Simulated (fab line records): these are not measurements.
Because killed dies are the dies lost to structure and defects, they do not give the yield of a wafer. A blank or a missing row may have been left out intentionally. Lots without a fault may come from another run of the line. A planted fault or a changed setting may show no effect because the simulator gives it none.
fab line records	flow n5-finfet
record: lots: 10	wafers: 29	last-day: 16
route steps=1938 shown FIN_SAQP@126 FIN_CUT@154
lots untouched by any fault: they come from a run of this same line in which no faults occurred
start-h: the number of hours between the record's first day and the start of the first shown wafer of the lot	wait-h: time in hours since the lot's previous step	" the same as in the row above	L1.1+2: one row covering several wafers at once	- value missing, or start not given	* or withheld: withheld	< > ~ a bound
route shown NAME@n: names a module that has steps shown in the file, with the first one's number in the route	usual: mean and standard deviation over wafers with no fault	same: alike in all rows	chamber/n: place in a boat	sites: readings site by site	_std_site: standard deviation across them	_edge_site: the outer-site mean with the inner-site mean subtracted	radius-mm: how far each site lies from the wafer's centre	mask NAME#n: copy n	behind: tool/chamber where the wafer was last shaped	hold: reason for holding the lot/hours on hold/outcome of the hold	device: transistor that didn't switch, given as n, p or np	end of line: the route-end tests of the same wafers	a step without rows: its recipe alone	killed: count of dies lost to structure and defects at first sort (not the wafer's yield)	map: a wafer's dies, x killed, . not, _ none there
set.NAME: setting as actually run; set.NAME@STEP: the setting as run at that earlier step	model.NAME: the simulator's own value behind a step, which no gauge read
a sample of lots followed through the steps of the route, with each step as a table and each wafer as a row
services: when a tool's chamber went out of use (start-h, in hours from the record's first day, below 0 if earlier), for how many hours, and the reason
== steps ==
step: N5_FIN_SAQP_SPACER1_ETCHBACK_25
recipe: chemistry: CHF3/O2	mode: anisotropic-etchback	target: SiO2	target-depth-a: 244	time-s: 12.2	pressure-mtorr: 30	source-w: 650	bias-w: 170	Ar_flow_sccm: 200	CHF3_flow_sccm: 50	O2_flow_sccm: 5	ion-energy-ev: 200
usual: O2_flow_sccm: 5.001/0.015	drypump-motor-current-A: 5.3/0.53	oes-product-au: 0.75/0.073	rf-vpp-V: 526/16	showerhead-plenum-p-Torr: 2.38/0.075	throttle-valve-pct: 18.86/0.27
same: time-s: 12.2
lot.wafer	tool	chamber	start-h	wait-h	O2_flow_sccm	drypump-motor-current-A	oes-product-au	rf-hours-counter-h	rf-vpp-V	showerhead-plenum-p-Torr	throttle-valve-pct
L294.3	rie-diel-04	2	24.43	0.4	4.992	5.3	0.75	133	508	2.32	18.56
L294.4	"	0	"	"	4.997	5.5	0.72	193	533	2.39	19.23
L294.5	"	3	"	"	5.017	4.9	0.73	-	556	2.52	19.15
L296.2	rie-diel-04	2	36.17	0.4	4.979	5.3	0.75	137	509	2.32	18.57
L296.5	"	0	"	"	5.032	5.5	0.71	-	533	2.39	19.24
L296.6	"	3	"	"	5.016	4.9	0.73	-	555	2.52	19.16
L297.1	rie-diel-04	2	42.29	0.4	5.030	5.3	0.75	139	508	2.32	18.56
L297.2	"	3	"	"	5.000	4.9	0.74	148	554	2.52	19.16
L297.5	"	2	"	"	5.022	5.3	0.75	-	509	2.32	18.55
L299.4	rie-diel-01	1	53.30	0.4	4.985	4.7	0.77	157	508	2.51	19.01
L299.5	"	2	"	"	5.000	6.3	0.69	-	512	2.38	18.97
L300.1	rie-diel-04	1	59.46	0.4	5.025	5.3	0.69	212	536	2.27	18.76
L300.3	"	3	"	"	4.988	4.9	0.73	154	555	2.52	19.17
L300.5	"	2	"	"	5.012	5.3	0.74	-	510	2.32	18.56
L301.2	rie-diel-01	1	66.13	0.4	5.026	4.7	0.76	161	506	2.51	19.03
L301.4	"	3	"	"	5.026	4.8	0.71	209	530	2.36	18.60
L301.6	"	3	"	"	4.999	4.9	0.70	-	529	2.36	18.61
L304.2	rie-diel-05	2	83.92	0.4	4.992	5.2	0.90	32	528	2.46	18.44
L304.3	"	3	"	"	4.985	4.9	0.76	151	502	2.32	19.00
L304.6	"	3	"	"	5.016	4.9	0.76	-	503	2.32	18.97
L308.1	rie-diel-05	0	107.83	0.4	4.957	6.0	0.67	246	531	2.36	18.79
L308.3	"	2	"	"	5.009	5.2	0.88	40	528	2.45	18.46
L308.6	"	3	"	"	5.011	4.9	0.76	-	502	2.32	19.01
L309.2	rie-diel-05	0	115.57	0.4	4.959	6.0	0.66	248	531	2.36	18.79
L309.5	"	2	"	"	4.988	5.2	0.87	-	527	2.45	18.47
L309.6	"	1	"	"	4.996	6.4	0.75	-	529	2.33	18.95
L312.2	rie-diel-05	3	134.08	0.4	4.979	4.9	0.75	172	502	2.31	19.01
L312.3	"	2	"	"	4.976	5.2	0.85	51	527	2.45	18.48
L312.5	"	3	"	"	5.023	4.9	0.76	-	502	2.32	19.02
step: N5_FIN_SAQP_ETCH_34
recipe: chemistry: C4F6/O2	target: SiO2	target-depth-a: 450	time-s: 15	ion-energy-ev: 250	pressure-mtorr: 30	source-w: 345	bias-w: 185	Ar_flow_sccm: 300	C4F6_flow_sccm: 10	O2_flow_sccm: 10	ends: cleared
usual: C4F6_flow_sccm: 10.001/0.029	O2_flow_sccm: 10.00/0.031	drypump-motor-current-A: 5.3/0.47	etch-rf-on-time-s: 15.1/0.33	oes-product-au: 0.63/0.059	rf-vpp-V: 670/21	showerhead-plenum-p-Torr: 2.81/0.098	throttle-valve-pct: 21.06/0.3
lot.wafer	tool	chamber	start-h	wait-h	C4F6_flow_sccm	O2_flow_sccm	drypump-motor-current-A	etch-rf-on-time-s	oes-product-au	rf-hours-counter-h	rf-vpp-V	showerhead-plenum-p-Torr	throttle-valve-pct
L294.3	rie-diel-05	3	26.69	0.0	10.013	10.01	4.9	14.9	0.66	132	639	2.76	21.15
L294.4	"	1	"	"	9.981	10.01	6.4	15.6	0.67	117	674	2.77	21.11
L294.5	"	1	"	"	10.010	10.00	6.4	15.4	0.67	-	672	2.77	21.12
L296.2	rie-diel-04	1	38.90	0.0	9.994	9.95	5.4	15.1	0.60	204	679	2.68	20.88
L296.5	"	1	"	"	10.000	9.99	5.4	15.2	0.60	-	679	2.68	20.88
L296.6	"	2	"	"	10.014	10.00	5.3	14.9	0.65	-	647	2.74	20.71
L297.1	rie-diel-04	3	44.15	0.0	10.013	9.98	4.9	15.3	0.63	148	707	2.98	21.41
L297.2	"	1	"	"	9.963	10.02	5.3	15.1	0.60	207	680	2.68	20.87
L297.5	"	3	"	"	10.029	9.96	4.9	15.2	0.63	-	707	2.98	21.41
L299.4	rie-diel-01	1	55.17	0.0	9.982	10.00	4.7	15.0	0.65	158	644	2.96	21.16
L299.5	"	1	"	"	9.979	9.96	4.7	14.9	0.65	-	645	2.96	21.17
L300.1	rie-diel-04	1	61.40	0.0	10.042	10.02	5.4	15.4	0.59	213	679	2.68	20.89
L300.3	"	3	"	"	10.028	10.07	4.9	15.4	0.62	155	708	2.98	21.43
L300.5	"	3	"	"	9.986	10.00	4.9	15.5	0.62	-	707	2.98	21.42
L301.2	rie-diel-01	1	68.01	0.0	10.023	10.01	4.7	14.9	0.65	161	644	2.96	21.18
L301.4	"	0	"	"	10.012	10.00	4.9	15.1	0.59	230	697	2.83	21.22
L301.6	"	0	"	"	10.004	9.96	4.9	15.3	0.58	-	699	2.83	21.19
L304.2	rie-diel-05	3	86.71	0.0	10.048	9.99	4.9	14.7	0.65	151	639	2.75	21.19
L304.3	"	1	"	"	9.965	9.96	6.4	15.5	0.66	134	674	2.76	21.15
L304.6	"	3	"	"	10.052	10.00	4.9	14.6	0.66	-	637	2.75	21.18
L308.1	rie-diel-05	1	110.18	0.0	10.001	10.01	6.4	15.7	0.65	143	673	2.76	21.16
L308.3	"	3	"	"	9.973	9.98	4.9	14.7	0.65	159	638	2.75	21.19
L308.6	"	3	"	"	9.988	9.97	4.9	14.7	0.65	-	639	2.75	21.20
L309.2	rie-diel-04	0	117.47	0.0	9.971	10.00	5.5	15.1	0.60	227	678	2.81	21.47
L309.5	"	1	"	"	10.040	10.02	5.4	15.2	0.57	-	678	2.67	20.91
L309.6	"	0	"	"	9.996	10.01	5.4	15.2	0.60	-	676	2.82	21.46
L312.2	rie-diel-05	3	135.94	0.0	10.012	10.00	4.9	14.7	0.64	173	638	2.74	21.22
L312.3	"	1	"	"	10.021	9.99	6.4	15.8	0.64	158	672	2.75	21.17
L312.5	"	2	"	"	9.957	9.98	5.2	14.6	0.74	-	670	2.90	20.69
step: N5_FIN_CUT_COAT_18
recipe: resist: SOC	temp-c: 250	time-s: 60	spin-rpm: 1500	resist-thk-nm: 230
usual: heater-power-total-W: 500.4/1.9	plate-temp-C: 250.02/0.19	spin-speed-rpm: 1500.2/1.1
same: time-s: 60
lot.wafer	tool	chamber	start-h	wait-h	heater-power-total-W	plate-temp-C	spin-speed-rpm
L294.3	litho-track-03	0	27.19	0.0	499.2	249.74	1499.1
L294.4	"	0	"	"	498.5	250.02	1500.0
L294.5	"	0	"	"	502.7	249.86	1500.4
L296.2	litho-track-05	0	39.40	0.0	498.1	249.93	1499.2
L296.5	"	0	"	"	497.5	250.25	1498.5
L296.6	"	0	"	"	501.6	250.11	1498.4
L297.1	litho-track-03	0	44.64	0.0	502.8	250.13	1500.0
L297.2	"	0	"	"	497.6	250.27	1498.9
L297.5	"	0	"	"	498.5	250.09	1498.9
L299.4	litho-track-03	0	55.66	0.0	497.4	249.84	1500.0
L299.5	"	0	"	"	502.7	250.20	1498.9
L300.1	litho-track-04	0	61.90	0.0	499.8	249.92	1500.2
L300.3	"	0	"	"	500.5	249.88	1500.5
L300.5	"	0	"	"	502.6	249.68	1500.6
L301.2	litho-track-04	0	68.51	0.0	500.0	250.17	1500.3
L301.4	"	0	"	"	501.2	250.25	1501.0
L301.6	"	0	"	"	498.1	250.18	1500.3
L304.2	litho-track-05	0	87.20	0.0	498.1	250.16	1499.0
L304.3	"	0	"	"	501.6	250.07	1496.6
L304.6	"	0	"	"	502.2	250.35	1501.2
L308.1	litho-track-04	0	110.68	0.0	502.6	250.13	1503.1
L308.3	"	0	"	"	499.7	250.00	1501.4
L308.6	"	0	"	"	497.4	250.03	1500.0
L309.2	litho-track-03	0	117.97	0.0	499.8	250.29	1633.3
L309.5	"	0	"	"	502.2	250.19	1630.8
L309.6	"	0	"	"	501.1	249.92	1632.8
L312.2	litho-track-03	0	136.44	0.0	501.1	249.93	1631.6
L312.3	"	0	"	"	502.4	249.80	1631.4
L312.5	"	0	"	"	498.0	249.86	1631.4
step: N5_FIN_CUT_ETCH_30
recipe: chemistry: N2/H2	target: underlayer	target-depth-a: 130	mask-material: CAR-EUV	time-s: 10.4	ion-energy-ev: 200	pressure-mtorr: 30	source-w: 840	bias-w: 150	n2-flow-sccm: 200	h2-flow-sccm: 200	ends: cleared
usual: drypump-motor-current-A: 5.90/0.26	etch-rf-on-time-s: 10.3/0.4	oes-product-au: 0.66/0.061	rf-vpp-V: 524.6/2.1	showerhead-plenum-p-Torr: 2.56/0.075	throttle-valve-pct: 17.79/0.24
lot.wafer	tool	chamber	start-h	wait-h	drypump-motor-current-A	etch-rf-on-time-s	oes-product-au	rf-hours-counter-h	rf-vpp-V	showerhead-plenum-p-Torr	throttle-valve-pct
L294.3	rie-diel-06	3	27.76	0.0	5.79	11.1	0.61	170	522.8	2.53	18.02
L294.4	"	1	"	"	6.53	10.5	0.80	10	525.8	2.58	17.32
L294.5	"	2	"	"	6.05	9.8	0.65	-	523.3	2.50	17.52
L296.2	rie-diel-02	0	39.83	0.0	5.53	10.6	0.59	234	523.9	2.49	17.81
L296.5	"	3	"	"	6.14	10.3	0.60	-	523.8	2.53	18.01
L296.6	"	2	"	"	5.96	10.1	0.68	-	525.8	2.56	17.62
L297.1	rie-diel-03	1	45.07	0.0	5.47	10.7	0.62	166	522.1	2.53	18.11
L297.2	"	0	"	"	5.69	10.2	0.68	126	522.0	2.44	17.76
L297.5	"	1	"	"	5.47	10.7	0.62	-	525.3	2.53	18.07
L299.4	rie-diel-03	2	56.22	0.0	6.05	10.1	0.73	51	524.4	2.60	17.89
L299.5	"	2	"	"	6.04	10.4	0.72	-	525.0	2.60	17.88
L300.1	rie-diel-02	3	62.33	0.0	6.16	10.4	0.59	229	522.9	2.53	18.01
L300.3	"	0	"	"	5.49	10.6	0.59	240	523.0	2.49	17.83
L300.5	"	0	"	"	5.50	10.5	0.59	-	524.5	2.49	17.84
L301.2	rie-diel-06	1	69.06	0.0	6.53	10.4	0.78	23	524.3	2.57	17.33
L301.4	"	0	"	"	5.81	10.2	0.65	143	527.3	2.69	18.05
L301.6	"	0	"	"	5.79	10.2	0.65	-	527.7	2.69	18.04
L304.2	rie-diel-02	3	87.63	0.0	6.14	10.4	0.58	236	523.9	2.53	18.03
L304.3	"	1	"	"	6.00	9.9	0.76	30	529.1	2.69	17.43
L304.6	"	1	"	"	6.02	10.0	0.76	-	527.8	2.69	17.40
L308.1	rie-diel-03	3	111.10	0.0	5.82	10.6	0.62	204	527.3	2.63	17.77
L308.3	"	2	"	"	6.07	10.1	0.70	66	524.5	2.59	17.89
L308.6	"	1	"	"	5.49	10.5	0.62	-	524.1	2.52	18.12
L309.2	rie-diel-03	0	118.52	0.0	5.73	9.9	0.67	148	521.5	2.43	17.78
L309.5	"	2	"	"	6.04	10.0	0.71	-	523.2	2.59	17.90
L309.6	"	1	"	"	5.48	10.7	0.60	-	525.2	2.52	18.12
L312.2	rie-diel-06	1	136.86	0.0	6.49	10.6	0.74	42	525.4	2.57	17.38
L312.3	"	0	"	"	5.81	10.4	0.63	161	526.1	2.68	18.07
L312.5	"	2	"	"	6.03	9.8	0.63	-	524.1	2.49	17.56
== services ==
tool	chamber	start-h	hours	kind
rie-diel-05	2	8.48	9.6	repair
rie-diel-01	-	10.68	2.8	pm
rie-diel-06	3	11.08	7.0	repair
rie-diel-05	0	12.06	4.0	repair
rie-diel-05	1	39.10	2.4	repair
rie-diel-02	3	44.06	5.9	repair
rie-diel-03	0	47.69	2.1	repair
rie-diel-06	2	58.47	8.6	repair
rie-diel-05	-	71.46	0.8	repair
rie-diel-02	0	84.26	23.0	repair
rie-diel-01	-	102.19	4.3	pm
rie-diel-01	2	107.31	5.2	repair
rie-diel-01	-	114.81	14.6	pm
rie-diel-05	0	119.05	-	clean
rie-diel-05	0	119.05	-	consumable-replace:focus-ring
rie-diel-05	0	119.05	23.4	scheduled-down
rie-diel-05	0	119.05	23.4	vent-cycle
rie-diel-02	0	119.54	-	clean
rie-diel-02	0	119.54	-	consumable-replace:focus-ring
rie-diel-02	0	119.54	13.2	scheduled-down
rie-diel-02	0	119.54	13.2	vent-cycle
rie-diel-05	2	120.99	4.6	repair
rie-diel-02	3	133.06	-	clean
rie-diel-02	3	133.06	-	consumable-replace:focus-ring
== key ==
first-sign: step: N5_FIN_CUT_COAT_18	reading: spin-speed-rpm	direction: up	sigmas: 99+	usual: *	struck: *
effect none on later readings
met-at N5_FIN_CUT_COAT_18
struck-lots L309,L312
tester-left-out L309,L312
not-acting-at N5_FIN_SAQP_SPACER1_ETCHBACK_25,N5_FIN_SAQP_ETCH_34,N5_FIN_CUT_ETCH_30
onset-between 55.66 117.97
fault: kind: process-parameter-drift	tool: litho-track-03	chamber: -	onset-h: 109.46	steps: N5_FIN_CUT_COAT_18	channel: spin-rpm	offset: *	shape: step	end-h: 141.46	acts-in: *	stated: *
tester-left-out: of these lots the tester's yield and bins aren't shown, on N5 and GAA mostly nor the transistor test; their killed dies are dies lost to structure and defects alone, not to doping, threshold or leakage, so they don't give the yield
